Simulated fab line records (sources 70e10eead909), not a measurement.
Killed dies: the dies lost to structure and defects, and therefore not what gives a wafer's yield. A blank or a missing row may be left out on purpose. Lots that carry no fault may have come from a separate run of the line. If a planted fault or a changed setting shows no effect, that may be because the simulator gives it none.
Matching of chambers + flow nandHarc + 4 sister chambers for NHARC_A_ZERO_WELL_DESCUM_12 on rieDiel-03
The step chemistry O2, time 3 s. 4 wafers are shown with their chamber, then 7 later ones without.

== WAFERS WITH THEIR CHAMBER ==
| wafer  | chamber | showerheadPlenumPTorr (Torr) |
|--------|---------|------------------------------|
| L300.1 | 1       | 1.98                         |
| L303.3 | 0       | 1.83                         |
| L317.3 | 3       | 1.92                         |
| L317.5 | 2       | 2.01                         |

== WAFERS WITH NO CHAMBER GIVEN ==
| wafer  | showerheadPlenumPTorr (Torr) |
|--------|------------------------------|
| L317.6 | 1.98                         |
| L318.1 | 1.98                         |
| L318.4 | 2.01                         |
| L318.5 | 1.83                         |
| L321.1 | 2.00                         |
| L321.2 | 1.98                         |
| L321.6 | 1.83                         |

== WHICH CHAMBER EACH ONE RAN IN ==
| wafer  | from the rows above | in truth |
|--------|---------------------|----------|
| L317.6 | 1                   | 1        |
| L318.1 | 1                   | 1        |
| L318.4 | 2                   | 2        |
| L318.5 | 0                   | 0        |
| L321.1 | 2                   | 2        |
| L321.2 | 1                   | 1        |
| L321.6 | 0                   | 0        |
Placed correctly: 7 of 7. Left unplaced by these rows: 0. Number placed wrongly: 0.
How it was worked out, from the rows above alone: a wafer's distance from a chamber is the root of the sum, over the readings, of the square of ((its reading less the chamber's mean) divided by the reading's scatter). If the next closest chamber is less than 2 further off than the closest, the wafer can't be placed; otherwise it belongs to the closest. The mean given for a chamber averages the wafers shown for that chamber. The scatter: root of mean squared gap, hidden wafer to nearest shown wafer, with one shown wafer a chamber.
